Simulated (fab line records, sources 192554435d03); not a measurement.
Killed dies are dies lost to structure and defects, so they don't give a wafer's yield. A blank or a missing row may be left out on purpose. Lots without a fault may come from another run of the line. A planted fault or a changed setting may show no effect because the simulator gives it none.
Split-lot experiment | flow n5_finfet | 7 lots, 21 wafers read, on a route of 1938 steps

THE SPLIT
At N5_FIN_SAQP_MANDREL_ETCH_22 (etches a-Si in HBr/Cl2, stops on SiNx, target depth 60 nm, bt time 10 s, time 30 s), the setting icp_w was moved away from the recipe's 800 W on 6 of the 21 wafers read, by -5.2% to +15.5%. The other wafers ran this setting at the recipe's value.

The reading is taken at the split's own step.

THE READING
SOC_of_FIN_SAQP_COAT_49.thk_nm (the simulator's own value, which no gauge read), in nm, at N5_FIN_SAQP_MANDREL_ETCH_22 (etches a-Si in HBr/Cl2, stops on SiNx, target depth 60 nm, bt time 10 s, time 30 s). The file gives no usual value for it. The 15 wafers here that ran the recipe average 76.19 nm, standard deviation 0.48 nm.

wafer  | tool, chamber at the split | icp_w as run, W | against the recipe | SOC_of_FIN_SAQP_COAT_49.thk_nm, nm | against lot-mates on the recipe
L074.1 | rie_si-02, 0               | 800             | recipe             | 77.28                              | -
L074.3 | rie_si-02, 1               | 896.2           | +12.0%             | 75.59                              | -1.69
L074.4 | rie_si-02, 2               | 896.2           | +12.0%             | 76.21                              | -1.07
L079.1 | rie_si-05, 1               | 800             | recipe             | 76.63                              | -
L079.2 | rie_si-05, 0               | 800             | recipe             | 76.26                              | -
L079.5 | rie_si-05, 1               | 800             | recipe             | 76.92                              | -
L084.3 | rie_si-06, 1               | 800             | recipe             | 75.6                               | -
L084.4 | rie_si-06, 1               | 911.9           | +14.0%             | 73.93                              | -1.67
L084.6 | rie_si-06, 2               | 911.9           | +14.0%             | 73.38                              | -2.22
L087.2 | rie_si-05, 1               | 800             | recipe             | 76.32                              | -
L087.4 | rie_si-05, 0               | 800             | recipe             | 75.67                              | -
L087.6 | rie_si-05, 1               | 800             | recipe             | 76.59                              | -
L088.2 | rie_si-06, 3               | 800             | recipe             | 76.18                              | -
L088.5 | rie_si-06, 2               | 758.7           | -5.2%              | 76.34                              | +0.37
L088.6 | rie_si-06, 1               | 800             | recipe             | 75.77                              | -
L089.1 | rie_si-06, 3               | 924.2           | +15.5%             | 74.37                              | -1.35
L089.2 | rie_si-06, 1               | 800             | recipe             | 75.71                              | -
L089.6 | rie_si-06, 2               | 800             | recipe             | 75.73                              | -
L091.3 | rie_si-05, 0               | 800             | recipe             | 75.91                              | -
L091.4 | rie_si-05, 1               | 800             | recipe             | 76.22                              | -
L091.6 | rie_si-05, 1               | 800             | recipe             | 76.08                              | -

THE FIT
A straight line over all 21 wafers: SOC_of_FIN_SAQP_COAT_49.thk_nm changes by -0.112 nm for each +1% of icp_w; r = -0.74; the points scatter about the line by 0.65 nm.
The same after taking each lot's own level away (the mean of its wafers on the recipe; 21 wafers): -0.115 nm for each +1%; r = -0.93; scatter 0.29 nm.
On that fit, the largest move of icp_w shifts the reading by 1.8 nm.
The lots' own levels span 75.600 to 77.280 nm, that is 3.5 times the standard deviation above.
So the lot-to-lot level blurs the effect unless lot-mates are compared.
Check: with one of the wafers moved furthest among these (+15.5%) left out of the fit, the line predicts -1.96 nm for it against its lot-mates. It came out at -1.35 nm against them.

OTHER SPLITS ON THESE WAFERS
These wafers also went through other splits before the reading. Each is held against what the fit with the lots' levels taken away leaves over:
other split on the same wafers          | wafers away from the commonest value | r with SOC_of_FIN_SAQP_COAT_49.thk_nm (lot level and that fit taken away)
N5_ZERO_LAYER_EXPOSE_08 dose_mj         | 5                                    | +0.19
N5_ZERO_LAYER_DEVELOP_10 develop_time_s | 6                                    | +0.02
N5_FIN_SAQP_PEB_14 peb_time_s           | 9                                    | +0.07

THE FILE'S OWN FIT
SOC_of_FIN_SAQP_COAT_49.thk_nm changes by -0.11 nm for each +1% of icp_w, r = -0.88.
